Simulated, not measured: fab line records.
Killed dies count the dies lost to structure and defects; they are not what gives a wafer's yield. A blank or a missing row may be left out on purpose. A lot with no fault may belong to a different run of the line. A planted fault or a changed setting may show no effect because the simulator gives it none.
Matching of chambers || flow n5Finfet || 4 sister chambers for N5_MOL_CONTACT_COAG_ETCH_124 on rieDiel-04
The step etches SiNx in CH3F/O2, stops on SiOC, target depth 6.5 nm. 4 wafers are shown with their chamber, then 9 later ones without.

== WAFERS, EACH WITH ITS CHAMBER ==
{"wafer": "L079.6", "chamber": 3, "showerheadPlenumPTorr (Torr)": 1.90}
{"wafer": "L081.2", "chamber": 1, "showerheadPlenumPTorr (Torr)": 2.08}
{"wafer": "L083.1", "chamber": 2, "showerheadPlenumPTorr (Torr)": 1.95}
{"wafer": "L083.5", "chamber": 0, "showerheadPlenumPTorr (Torr)": 1.90}

== WAFERS MISSING THEIR CHAMBER ==
{"wafer": "L087.1", "showerheadPlenumPTorr (Torr)": 1.90}
{"wafer": "L087.2", "showerheadPlenumPTorr (Torr)": 2.07}
{"wafer": "L087.6", "showerheadPlenumPTorr (Torr)": 1.90}
{"wafer": "L090.2", "showerheadPlenumPTorr (Torr)": 1.89}
{"wafer": "L090.3", "showerheadPlenumPTorr (Torr)": 2.07}
{"wafer": "L090.4", "showerheadPlenumPTorr (Torr)": 1.95}
{"wafer": "L091.1", "showerheadPlenumPTorr (Torr)": 2.07}
{"wafer": "L091.3", "showerheadPlenumPTorr (Torr)": 1.89}
{"wafer": "L091.4", "showerheadPlenumPTorr (Torr)": 1.90}

== WHICH CHAMBER EACH WENT THROUGH ==
{"wafer": "L087.1", "from the rows above": "can't be placed: 0 or 3", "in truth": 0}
{"wafer": "L087.2", "from the rows above": 1, "in truth": 1}
{"wafer": "L087.6", "from the rows above": "can't be placed: 0 or 3", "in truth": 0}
{"wafer": "L090.2", "from the rows above": "can't be placed: 0 or 3", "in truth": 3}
{"wafer": "L090.3", "from the rows above": 1, "in truth": 1}
{"wafer": "L090.4", "from the rows above": 2, "in truth": 2}
{"wafer": "L091.1", "from the rows above": 1, "in truth": 1}
{"wafer": "L091.3", "from the rows above": "can't be placed: 0 or 3", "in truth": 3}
{"wafer": "L091.4", "from the rows above": "can't be placed: 0 or 3", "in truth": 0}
Placed correctly: 4 of 9. Not placeable from these rows: 5 (in 5, the candidates include the true chamber). Number placed wrongly: 0.
How it was worked out, from the rows above alone: a wafer's distance from a chamber is the root of the sum, over the readings, of the square of ((its reading less the chamber's mean) divided by the reading's scatter). If the next closest chamber is less than 2 further off than the closest, the wafer can't be placed; otherwise it belongs to the closest. The mean given for a chamber averages the wafers shown for that chamber. The scatter: with one shown wafer a chamber, the root of the mean of the squares of how far each hidden wafer lies from its nearest shown one.
